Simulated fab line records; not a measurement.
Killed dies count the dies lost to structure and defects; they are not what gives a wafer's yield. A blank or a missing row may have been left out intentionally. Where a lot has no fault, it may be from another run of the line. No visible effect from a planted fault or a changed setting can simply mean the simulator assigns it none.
Chamber matching | flow n5 finfet | N5_BEOL_M0_DEP_125 on pecvd-02: 3 sister chambers
The step deposits SiCN from 3MS/NH3, target thk 8 nm, time 14 s. 16 wafers are shown with their chamber, then 8 later ones without.

WAFERS PAIRED WITH THEIR CHAMBERS
wafer  | chamber | showerhead plenum p Torr (Torr) | throttle valve pct (%) | rf fwd power W (W)
L074.1 | 2       | 3.681                           | 9.2                    | 200.0
L074.4 | 1       | 3.679                           | 9.8                    | 199.6
L074.5 | 0       | 3.649                           | 9.3                    | 196.9
L078.1 | 2       | 3.681                           | 9.2                    | 199.3
L078.4 | 2       | 3.673                           | 9.1                    | 200.0
L078.5 | 1       | 3.670                           | 9.5                    | 198.5
L079.2 | 2       | 3.685                           | 9.2                    | 198.2
L079.4 | 2       | 3.677                           | 9.1                    | 199.7
L079.6 | 0       | 3.660                           | 9.2                    | 198.0
L080.1 | 1       | 3.666                           | 9.6                    | 198.2
L080.2 | 2       | 3.682                           | 9.5                    | 200.4
L080.5 | 0       | 3.649                           | 9.2                    | 199.1
L081.1 | 2       | 3.669                           | 9.1                    | 200.5
L081.2 | 0       | 3.652                           | 9.3                    | 198.7
L081.5 | 0       | 3.644                           | 9.4                    | 198.2
L084.1 | 0       | 3.659                           | 9.0                    | 198.5

SIGNATURES (means of the wafers above)
reading                  | chamber 0 | chamber 1 | chamber 2 | scatter within a chamber
showerhead plenum p Torr | 3.65217   | 3.67167   | 3.67829   | 0.00603
throttle valve pct       | 9.233     | 9.633     | 9.200     | 0.141
rf fwd power W           | 198.233   | 198.767   | 199.729   | 0.768
Rule: for each reading, subtract the chamber's mean from the wafer's reading, divide by that reading's scatter and square the result; add these up over the readings and take the root, which gives the wafer's distance from the chamber. If the next closest chamber is less than 2 further off than the closest, the wafer can't be placed; otherwise it belongs to the closest. The scatter: the root of (the sum of the squares of (reading less its chamber's mean) over the shown wafers, divided by (wafers less chambers)).

WAFERS MISSING THEIR CHAMBER
wafer  | showerhead plenum p Torr (Torr) | throttle valve pct (%) | rf fwd power W (W)
L084.4 | 3.680                           | 9.2                    | 200.1
L084.5 | 3.684                           | 9.9                    | 198.0
L093.1 | 3.675                           | 9.6                    | 199.0
L093.4 | 3.673                           | 9.3                    | 199.3
L093.6 | 3.666                           | 9.4                    | 198.3
L097.2 | 3.670                           | 9.4                    | 199.0
L097.4 | 3.644                           | 9.2                    | 199.0
L097.6 | 3.676                           | 9.7                    | 199.0

EACH ONE'S CHAMBER
wafer  | from the rows above          | in truth
L084.4 | 2                            | 2
L084.5 | 1                            | 1
L093.1 | 1                            | 1
L093.4 | can't be placed: 2 or 1      | 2
L093.6 | can't be placed: 1 or 0 or 2 | 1
L097.2 | can't be placed: 1 or 2 or 0 | 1
L097.4 | 0                            | 0
L097.6 | 1                            | 1
Placed correctly: 5 of 8. Not placeable from these rows: 3 (in 3, the candidates include the true chamber). Number placed wrongly: 0.
